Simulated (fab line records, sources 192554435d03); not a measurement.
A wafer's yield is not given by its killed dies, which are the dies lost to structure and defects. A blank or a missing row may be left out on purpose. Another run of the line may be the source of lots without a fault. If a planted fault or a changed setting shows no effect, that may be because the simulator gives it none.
Split-lot study | flow n5_finfet | 39 wafers read across 7 lots, on a route 1938 steps long

## ON THE SPLIT
At N5_FIN_SAQP_PECVD_06 (deposits a-Si from SiH4/He, target thk 60 nm, time 48.1 s), the setting time_s was moved away from the recipe's 48.1 s on 12 of the 39 wafers read, by -55.7% to +44.6%. The other wafers ran this setting at the recipe's value.

## FROM THE SPLIT TO THE READING: what the file shows between them, 5 steps
- N5_FIN_SAQP_THK_MEAS_07
- N5_FIN_SAQP_HM_DEP_72: deposits SiO2 from SiH4/N2O, target thk 12 nm, time 7.2 s
- N5_FIN_SAQP_COAT_49: time 60 s, resist thk 100 nm
- N5_FIN_SAQP_HM_OPEN_73: chemistry CHF3/O2, target SiO2, stops on a-Si, target depth 12 nm, time 16.8 s
- N5_FIN_SAQP_STRIP_74: strips in CHF3/O2

## THE READING
oes_product_au, in a.u., at N5_FIN_SAQP_MANDREL_ETCH_22 (etches a-Si in HBr/Cl2, stops on SiNx, target depth 60 nm, bt time 10 s, time 30 s). A value of 0.771 a.u. with a standard deviation of 0.014 a.u. is what fault-free wafers of this fab line usually give.

wafer  | tool, chamber at the split | time_s as run, s | against the recipe | oes_product_au, a.u. | against lot-mates on the recipe
L076.1 | pecvd-01, 2                | 48.1             | recipe             | 0.747                | -
L076.2 | pecvd-01, 1                | 48.1             | recipe             | 0.766                | -
L076.3 | pecvd-01, 0                | 48.1             | recipe             | 0.765                | -
L076.4 | pecvd-01, 0                | 48.1             | recipe             | 0.771                | -
L076.5 | pecvd-01, 1                | 48.1             | recipe             | 0.769                | -
L076.6 | pecvd-01, 2                | 48.1             | recipe             | 0.778                | -
L078.2 | pecvd-01, 2                | 48.1             | recipe             | 0.769                | -
L078.4 | pecvd-01, 2                | 48.1             | recipe             | 0.782                | -
L078.6 | pecvd-01, 1                | 48.1             | recipe             | 0.789                | -
L081.1 | pecvd-03, 0                | 48.1             | recipe             | 0.752                | -
L081.2 | pecvd-03, 1                | 21.29            | -55.7%             | 0.518                | -0.248
L081.3 | pecvd-03, 1                | 48.1             | recipe             | 0.781                | -
L081.4 | pecvd-03, 0                | 48.1             | recipe             | 0.765                | -
L081.5 | pecvd-03, 1                | 21.29            | -55.7%             | 0.523                | -0.243
L081.6 | pecvd-03, 0                | 21.29            | -55.7%             | 0.508                | -0.258
L084.1 | pecvd-03, 1                | 48.1             | recipe             | 0.745                | -
L084.2 | pecvd-03, 2                | 69.55            | +44.6%             | 0.971                | +0.213
L084.3 | pecvd-03, 0                | 69.55            | +44.6%             | 0.975                | +0.217
L084.4 | pecvd-03, 0                | 69.55            | +44.6%             | 0.971                | +0.213
L084.5 | pecvd-03, 1                | 48.1             | recipe             | 0.754                | -
L084.6 | pecvd-03, 2                | 48.1             | recipe             | 0.774                | -
L087.1 | pecvd-03, 0                | 48.1             | recipe             | 0.759                | -
L087.2 | pecvd-03, 1                | 48.1             | recipe             | 0.740                | -
L087.3 | pecvd-03, 2                | 48.1             | recipe             | 0.780                | -
L087.4 | pecvd-03, 1                | 48.1             | recipe             | 0.769                | -
L087.5 | pecvd-03, 0                | 48.1             | recipe             | 0.755                | -
L087.6 | pecvd-03, 2                | 48.1             | recipe             | 0.793                | -
L090.1 | pecvd-04, 2                | 23               | -52.2%             | 0.533                | -0.225
L090.2 | pecvd-04, 1                | 23               | -52.2%             | 0.509                | -0.249
L090.3 | pecvd-04, 0                | 48.1             | recipe             | 0.769                | -
L090.4 | pecvd-04, 1                | 48.1             | recipe             | 0.746                | -
L090.5 | pecvd-04, 0                | 48.1             | recipe             | 0.758                | -
L090.6 | pecvd-04, 2                | 23               | -52.2%             | 0.520                | -0.238
L096.1 | pecvd-03, 1                | 21.45            | -55.4%             | 0.505                | -0.285
L096.2 | pecvd-03, 2                | 21.45            | -55.4%             | 0.504                | -0.286
L096.3 | pecvd-03, 0                | 21.45            | -55.4%             | 0.514                | -0.276
L096.4 | pecvd-03, 1                | 48.1             | recipe             | 0.796                | -
L096.5 | pecvd-03, 2                | 48.1             | recipe             | 0.794                | -
L096.6 | pecvd-03, 0                | 48.1             | recipe             | 0.779                | -

THE FIT
A straight line over all 39 wafers: oes_product_au changes by +0.00463 a.u. for each +1% of time_s; r = +0.99; the points scatter about the line by 0.014 a.u.
The same after taking each lot's own level away (the mean of its wafers on the recipe; 39 wafers): +0.00473 a.u. for each +1%; r = +1.00; scatter 0.013 a.u.
On that fit, the largest move of time_s shifts the reading by 0.26 a.u.
The lots' own levels span 0.7577 to 0.7897 a.u., that is 2.3 times the standard deviation above.
Consequently the slope shifts little with the lot-to-lot level, the two slopes agreeing.
Check: for one of the wafers moved furthest among these (-55.7%), held out of the fit, the line's prediction against its lot-mates is -0.265 a.u. It came out at -0.248 a.u. against them.

## FURTHER SPLITS ON THESE WAFERS
These wafers also went through other splits before the reading. Each is held against what the fit with the lots' levels taken away leaves over:
other split on the same wafers          | wafers away from the commonest value | r with oes_product_au (lot level and that fit taken away)
N5_ZERO_LAYER_DEVELOP_10 develop_time_s | 18                                   | +0.33

## THE WHOLE CHAIN: every reading that the file lists as answering this split, in the file's order
step                        | what it does                                                                       | reading                                                                           | change (the file's fit)                   | r (the file's)
N5_FIN_SAQP_PECVD_06        | deposits a-Si from SiH4/He, target thk 60 nm, time 48.1 s                          | a-Si_of_FIN_SAQP_PECVD_06.thk_nm (the simulator's own value, which no gauge read) | +0.611 nm for each +1% of the setting     | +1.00
N5_FIN_SAQP_THK_MEAS_07     |                                                                                    | thk_nm                                                                            | withheld for each +1% of the setting      | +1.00
N5_FIN_SAQP_MANDREL_ETCH_22 | etches a-Si in HBr/Cl2, stops on SiNx, target depth 60 nm, bt time 10 s, time 30 s | oes_product_au                                                                    | +0.00473 a.u. for each +1% of the setting | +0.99
N5_FIN_SAQP_MANDREL_ETCH_22 | etches a-Si in HBr/Cl2, stops on SiNx, target depth 60 nm, bt time 10 s, time 30 s | etch.depth_nm (the simulator's own value, which no gauge read)                    | +0.61 nm for each +1% of the setting      | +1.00

## THE FILE'S OWN FIT
oes_product_au changes by +0.00473 a.u. for each +1% of time_s, r = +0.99.
